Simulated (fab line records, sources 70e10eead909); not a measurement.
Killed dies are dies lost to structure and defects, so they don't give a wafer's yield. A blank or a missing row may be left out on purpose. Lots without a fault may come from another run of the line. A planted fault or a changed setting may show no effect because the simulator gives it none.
Which tool did it? | flow nand_harc | 13 lots, 38 wafers sampled, at 5 steps of a route of 1302

WHAT THE GAUGES READ, wafer by wafer
NHARC_A_ONON_D1_THK_MEAS_02: measures by ellipsometry. Usual: thk_nm 1002 nm, standard deviation 8.4.
lot  | measured     | on            | thk_nm (nm)    | flag
L392 | day 8 03:07  | film_metro-02 | 1003 1002 1003 |
L394 | day 8 22:06  | film_metro-02 | 1001 1002 1003 |
L398 | day 11 20:39 | film_metro-02 | 1004 1004 1005 |
L401 | day 12 03:57 | film_metro-02 | 1000 999 1000  |
L402 | day 12 11:25 | film_metro-02 | 1010 1007      |
L403 | day 12 15:49 | film_metro-01 | 989 988 990    |
L405 | day 13 13:41 | film_metro-02 | 1015 1016 1014 |
L409 | day 15 10:53 | film_metro-01 | 1005 1004 1004 |
L410 | day 15 10:53 | film_metro-02 | 989 986 987    |
L411 | day 15 23:24 | film_metro-02 | 995 995 995    |
L412 | day 17 00:23 | film_metro-01 | 1009 1005 1006 |
L413 | day 17 00:12 | film_metro-01 | 997 997 995    |
L414 | day 17 13:23 | film_metro-01 | 998 998 999    |

NHARC_A_ONON_D1_THK_MEAS_08: measures by ellipsometry. Usual: thk_nm 999 nm, standard deviation 10.
lot  | measured     | on            | thk_nm (nm)    | flag
L392 | day 8 04:15  | film_metro-01 | 993 993 995    |
L394 | day 8 23:14  | film_metro-02 | 986 986 986    |
L398 | day 11 21:47 | film_metro-01 | 984 985 985    |
L401 | day 12 05:05 | film_metro-02 | 668 987 989    | OFF
L402 | day 12 12:33 | film_metro-02 | 685 687        | OFF
L403 | day 12 17:13 | film_metro-01 | 673 673 995    | OFF
L405 | day 13 14:48 | film_metro-01 | 984 984 982    |
L409 | day 15 12:01 | film_metro-01 | 995 992 994    |
L410 | day 15 12:01 | film_metro-02 | 1000 1000 1000 |
L411 | day 16 00:32 | film_metro-02 | 1002 1004 1003 |
L412 | day 17 01:49 | film_metro-01 | 998 999 1000   |
L413 | day 17 01:28 | film_metro-01 | 989 987 988    |
L414 | day 17 14:31 | film_metro-01 | 1010 1009 1009 |

NHARC_END_SORT_01. Usual: killed_at_array 54, standard deviation 18; killed_at_other 0.9, standard deviation 1.2; killed_at_periphery 4.4, standard deviation 2.9; killed_dies 59, standard deviation 18; killed_open 3.2, standard deviation 1.8; killed_short 2.6, standard deviation 1.8.
lot  | measured     | on        | killed_at_array | killed_at_other | killed_at_periphery | killed_dies | killed_open | killed_short | flag
L401 | day 29 14:12 | prober-01 | 672 69 44       | 1 0 0           | 4 7 3               | 677 76 47   | 1 4 3       | 3 3 1        | OFF
L402 | day 30 16:33 | prober-01 | 674 671         | 0 0             | 3 6                 | 677 677     | 4 5         | 1 2          | OFF
L403 | day 31 00:28 | prober-01 | 673 675 47      | 1 0 0           | 3 2 2               | 677 677 49  | 7 0 2       | 2 2 2        | OFF

WHICH TOOL RAN EACH LOT (tool, then ch and the chambers of the sampled wafers, then the start)
lot  | NHARC_A_ZERO_WELL_DESCUM_12        | NHARC_A_ONON_D1_DEP_06
L392 | rie_diel-07 ch 1,2,3, day 7 04:37  | pecvd_onon-02 ch 0, day 8 03:44
L394 | rie_diel-07 ch 0,3, day 7 20:41    | pecvd_onon-04 ch 0, day 8 22:43
L398 | rie_diel-07 ch 1,2,3, day 10 23:30 | pecvd_onon-04 ch 0, day 11 21:16
L401 | rie_diel-07 ch 0,1,3, day 11 07:11 | pecvd_onon-02 ch 0, day 12 04:41
L402 | rie_diel-07 ch 0,2, day 11 14:23   | pecvd_onon-02 ch 0, day 12 12:02
L403 | rie_diel-07 ch 0,1,2, day 11 17:52 | pecvd_onon-02 ch 0, day 12 16:42
L405 | rie_diel-07 ch 2,3, day 12 17:26   | pecvd_onon-04 ch 0, day 13 14:25
L409 | rie_diel-07 ch 1,2,3, day 14 10:05 | pecvd_onon-04 ch 0, day 15 11:31
L410 | rie_diel-07 ch 0,1, day 14 12:11   | pecvd_onon-01 ch 0, day 15 11:31
L411 | rie_diel-07 ch 0,1,2, day 14 23:14 | pecvd_onon-02 ch 0, day 16 00:01
L412 | rie_diel-07 ch 0,2,3, day 15 19:55 | pecvd_onon-02 ch 0, day 17 01:18
L413 | rie_diel-07 ch 1,2,3, day 16 01:38 | pecvd_onon-02 ch 0, day 17 01:04
L414 | rie_diel-07 ch 0,2, day 16 06:27   | pecvd_onon-02 ch 0, day 17 14:04
- NHARC_A_ZERO_WELL_DESCUM_12: chemistry O2, time 3 s.
- NHARC_A_ONON_D1_DEP_06: target thk 1000 nm.

WHAT THE TOOLS THEMSELVES READ (means of the sampled wafers that have a number; where no wafer has one, the mark that the record gives instead)
NHARC_A_ZERO_WELL_DESCUM_12. Usual: drypump_motor_current_A 5.6 A, standard deviation 0.32; mfc_ar_sccm 0.001 sccm, standard deviation 0.0033; oes_product_au 0.998 a.u., standard deviation 0.011; rf_vpp_V 57.8 V, standard deviation 0.96; showerhead_plenum_p_Torr 1.92 Torr, standard deviation 0.093; throttle_valve_pct 11.312 %, standard deviation 0.0087.
lot  | tool        | drypump_motor_current_A (A) | mfc_ar_sccm (sccm) | oes_product_au (a.u.) | rf_vpp_V (V) | showerhead_plenum_p_Torr (Torr) | throttle_valve_pct (%) | flag
L392 | rie_diel-07 | 5.5                         | 0.002              | 1.000                 | 56.8         | 1.94                            | 11.310                 |
L394 | rie_diel-07 | 5.6                         | 0.000              | 0.991                 | 57.4         | 1.87                            | 11.316                 |
L398 | rie_diel-07 | 5.5                         | 0.002              | 0.998                 | 57.7         | 1.94                            | 11.306                 |
L401 | rie_diel-07 | 5.6                         | 0.000              | 0.998                 | 57.1         | 1.87                            | 11.307                 |
L402 | rie_diel-07 | 5.3                         | 0.003              | 0.994                 | 59.4         | 1.94                            | 11.323                 |
L403 | rie_diel-07 | 5.4                         | 0.002              | 0.997                 | 58.4         | 1.90                            | 11.303                 |
L405 | rie_diel-07 | 5.4                         | 0.003              | 0.992                 | 58.9         | 2.02                            | 11.315                 |
L409 | rie_diel-07 | 5.5                         | 0.002              | 1.004                 | 57.3         | 1.94                            | 11.310                 |
L410 | rie_diel-07 | 5.5                         | 0.000              | 0.999                 | 56.8         | 1.82                            | 11.314                 |
L411 | rie_diel-07 | 5.4                         | 0.002              | 1.003                 | 57.7         | 1.90                            | 11.315                 |
L412 | rie_diel-07 | 5.5                         | 0.002              | 0.996                 | 58.3         | 1.95                            | 11.310                 |
L413 | rie_diel-07 | 5.5                         | 0.002              | 0.998                 | 58.3         | 1.94                            | 11.316                 |
L414 | rie_diel-07 | 5.3                         | 0.003              | 1.009                 | 57.7         | 1.98                            | 11.315                 |

NHARC_A_ONON_D1_DEP_06. Usual: n2o_flow_sccm 2002 sccm, standard deviation 5.3; nh3_flow_sccm 499.9 sccm, standard deviation 1.4.
lot  | tool          | n2o_flow_sccm (sccm) | nh3_flow_sccm (sccm) | flag
L392 | pecvd_onon-02 | 1998                 | 500.9                |
L394 | pecvd_onon-04 | 2002                 | 499.4                |
L398 | pecvd_onon-04 | 1998                 | 499.6                |
L401 | pecvd_onon-02 | 1996                 | 500.1                |
L402 | pecvd_onon-02 | 2001                 | 498.6                |
L403 | pecvd_onon-02 | 2008                 | 499.7                |
L405 | pecvd_onon-04 | 2002                 | 500.1                |
L409 | pecvd_onon-04 | 2004                 | 497.8                |
L410 | pecvd_onon-01 | 1999                 | 498.3                |
L411 | pecvd_onon-02 | 2004                 | 499.5                |
L412 | pecvd_onon-02 | 2000                 | 499.3                |
L413 | pecvd_onon-02 | 2002                 | 500.4                |
L414 | pecvd_onon-02 | 2003                 | 501.0                |

THE ANSWER, worked out from the rows above alone
Rule: a lot is off if the mean of its wafers that have a number lies more than 3 standard deviations from the usual mean. A lot without any number at a reading at which 4 lots or more have one is off too. The other lots that the step has rows for count as sound. The gauges are gone through in route order, then the tools' own readings, and for those a lot's mean is taken as printed above. The first step at which some lot is off is used, and at that step the reading that is off furthest; a lot without a number counts as furthest.
Off: L401, L402, L403, at NHARC_A_ONON_D1_THK_MEAS_08 (thk_nm).
A tool fits if, at a process step before that reading, it ran every lot that is off, and no sound lot after the first of them. The gauges at NHARC_A_ONON_D1_THK_MEAS_08 aren't tried: what is off there is off at NHARC_END_SORT_01 too, on other tools, and a gauge's error can't cause that. None of those tried fits.

WHAT THE SIMULATOR HAD PUT IN
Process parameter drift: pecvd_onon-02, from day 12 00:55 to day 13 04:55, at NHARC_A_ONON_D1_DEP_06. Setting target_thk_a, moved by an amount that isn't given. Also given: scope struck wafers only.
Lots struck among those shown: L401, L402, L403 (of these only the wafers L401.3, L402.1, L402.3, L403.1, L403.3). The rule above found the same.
